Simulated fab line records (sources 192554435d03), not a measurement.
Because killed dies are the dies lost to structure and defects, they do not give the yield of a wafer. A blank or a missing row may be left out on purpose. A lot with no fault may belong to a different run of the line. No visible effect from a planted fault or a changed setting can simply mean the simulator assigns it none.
Matching of chambers || flow n5Finfet || 4 sister chambers for N5_MOL_CONTACT_COAG_ETCH_91 on rieDiel-03
The step etches SOC in N2/H2, target depth 60 nm, overetch 21 nm, time 101.2 s. 18 wafers are shown with their chamber, then 9 later ones without.

## EACH WAFER AND ITS CHAMBER
{"wafer": "L076.1", "chamber": 1, "showerheadPlenumPTorr (Torr)": 2.61, "throttleValvePct (%)": 17.91, "drypumpMotorCurrentA (A)": 5.8}
{"wafer": "L076.2", "chamber": 3, "showerheadPlenumPTorr (Torr)": 2.62, "throttleValvePct (%)": 17.82, "drypumpMotorCurrentA (A)": 5.5}
{"wafer": "L076.4", "chamber": 2, "showerheadPlenumPTorr (Torr)": 2.53, "throttleValvePct (%)": 17.62, "drypumpMotorCurrentA (A)": 5.6}
{"wafer": "L077.3", "chamber": 3, "showerheadPlenumPTorr (Torr)": 2.61, "throttleValvePct (%)": 17.84, "drypumpMotorCurrentA (A)": 5.5}
{"wafer": "L077.5", "chamber": 2, "showerheadPlenumPTorr (Torr)": 2.53, "throttleValvePct (%)": 17.64, "drypumpMotorCurrentA (A)": 5.6}
{"wafer": "L077.6", "chamber": 3, "showerheadPlenumPTorr (Torr)": 2.61, "throttleValvePct (%)": 17.83, "drypumpMotorCurrentA (A)": 5.5}
{"wafer": "L079.4", "chamber": 2, "showerheadPlenumPTorr (Torr)": 2.53, "throttleValvePct (%)": 17.65, "drypumpMotorCurrentA (A)": 5.6}
{"wafer": "L079.5", "chamber": 2, "showerheadPlenumPTorr (Torr)": 2.53, "throttleValvePct (%)": 17.63, "drypumpMotorCurrentA (A)": 5.6}
{"wafer": "L079.6", "chamber": 1, "showerheadPlenumPTorr (Torr)": 2.61, "throttleValvePct (%)": 17.91, "drypumpMotorCurrentA (A)": 5.8}
{"wafer": "L082.1", "chamber": 2, "showerheadPlenumPTorr (Torr)": 2.52, "throttleValvePct (%)": 17.65, "drypumpMotorCurrentA (A)": 5.6}
{"wafer": "L082.2", "chamber": 3, "showerheadPlenumPTorr (Torr)": 2.61, "throttleValvePct (%)": 17.86, "drypumpMotorCurrentA (A)": 5.6}
{"wafer": "L082.4", "chamber": 0, "showerheadPlenumPTorr (Torr)": 2.36, "throttleValvePct (%)": 18.04, "drypumpMotorCurrentA (A)": 5.7}
{"wafer": "L084.4", "chamber": 1, "showerheadPlenumPTorr (Torr)": 2.60, "throttleValvePct (%)": 17.93, "drypumpMotorCurrentA (A)": 5.8}
{"wafer": "L084.5", "chamber": 3, "showerheadPlenumPTorr (Torr)": 2.61, "throttleValvePct (%)": 17.85, "drypumpMotorCurrentA (A)": 5.5}
{"wafer": "L084.6", "chamber": 0, "showerheadPlenumPTorr (Torr)": 2.35, "throttleValvePct (%)": 18.08, "drypumpMotorCurrentA (A)": 5.7}
{"wafer": "L085.2", "chamber": 0, "showerheadPlenumPTorr (Torr)": 2.35, "throttleValvePct (%)": 18.09, "drypumpMotorCurrentA (A)": 5.8}
{"wafer": "L085.5", "chamber": 1, "showerheadPlenumPTorr (Torr)": 2.60, "throttleValvePct (%)": 17.94, "drypumpMotorCurrentA (A)": 5.8}
{"wafer": "L085.6", "chamber": 0, "showerheadPlenumPTorr (Torr)": 2.35, "throttleValvePct (%)": 18.06, "drypumpMotorCurrentA (A)": 5.8}

SIGNATURES (averages over the wafers above)
{"reading": "showerheadPlenumPTorr", "chamber 0": 2.3525, "chamber 1": 2.6050, "chamber 2": 2.5280, "chamber 3": 2.6120, "scatter within a chamber": 0.00489}
{"reading": "throttleValvePct", "chamber 0": 18.0675, "chamber 1": 17.9225, "chamber 2": 17.6380, "chamber 3": 17.8400, "scatter within a chamber": 0.0165}
{"reading": "drypumpMotorCurrentA", "chamber 0": 5.750, "chamber 1": 5.800, "chamber 2": 5.600, "chamber 3": 5.520, "scatter within a chamber": 0.0359}
Rule: a wafer lies at a distance from a chamber equal to the root of the sum of squares, over the readings, of (its reading less the chamber's mean, divided by the reading's scatter). If the next closest chamber is less than 2 further off than the closest, the wafer can't be placed; otherwise it belongs to the closest. The scatter: the root of (the sum of the squares of (reading less its chamber's mean) over the shown wafers, divided by (wafers less chambers)).

## WAFERS WHOSE CHAMBER IS MISSING
{"wafer": "L086.2", "showerheadPlenumPTorr (Torr)": 2.35, "throttleValvePct (%)": 18.09, "drypumpMotorCurrentA (A)": 5.7}
{"wafer": "L086.5", "showerheadPlenumPTorr (Torr)": 2.35, "throttleValvePct (%)": 18.08, "drypumpMotorCurrentA (A)": 5.8}
{"wafer": "L086.6", "showerheadPlenumPTorr (Torr)": 2.60, "throttleValvePct (%)": 17.88, "drypumpMotorCurrentA (A)": 5.5}
{"wafer": "L090.1", "showerheadPlenumPTorr (Torr)": 2.52, "throttleValvePct (%)": 17.68, "drypumpMotorCurrentA (A)": 5.6}
{"wafer": "L090.4", "showerheadPlenumPTorr (Torr)": 2.35, "throttleValvePct (%)": 18.09, "drypumpMotorCurrentA (A)": 5.7}
{"wafer": "L090.6", "showerheadPlenumPTorr (Torr)": 2.60, "throttleValvePct (%)": 17.52, "drypumpMotorCurrentA (A)": 5.8}
{"wafer": "L092.1", "showerheadPlenumPTorr (Torr)": 2.60, "throttleValvePct (%)": 17.49, "drypumpMotorCurrentA (A)": 5.8}
{"wafer": "L092.2", "showerheadPlenumPTorr (Torr)": 2.51, "throttleValvePct (%)": 17.69, "drypumpMotorCurrentA (A)": 5.6}
{"wafer": "L092.3", "showerheadPlenumPTorr (Torr)": 2.35, "throttleValvePct (%)": 18.11, "drypumpMotorCurrentA (A)": 5.7}

## WHICH CHAMBER EACH WENT THROUGH
{"wafer": "L086.2", "from the rows above": 0, "in truth": 0}
{"wafer": "L086.5", "from the rows above": 0, "in truth": 0}
{"wafer": "L086.6", "from the rows above": 3, "in truth": 3}
{"wafer": "L090.1", "from the rows above": 2, "in truth": 2}
{"wafer": "L090.4", "from the rows above": 0, "in truth": 0}
{"wafer": "L090.6", "from the rows above": 2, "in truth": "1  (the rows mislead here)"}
{"wafer": "L092.1", "from the rows above": 2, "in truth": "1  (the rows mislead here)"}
{"wafer": "L092.2", "from the rows above": 2, "in truth": 2}
{"wafer": "L092.3", "from the rows above": 0, "in truth": 0}
Correctly placed: 7 of 9. Not placeable from these rows: 0. Number placed wrongly: 2.
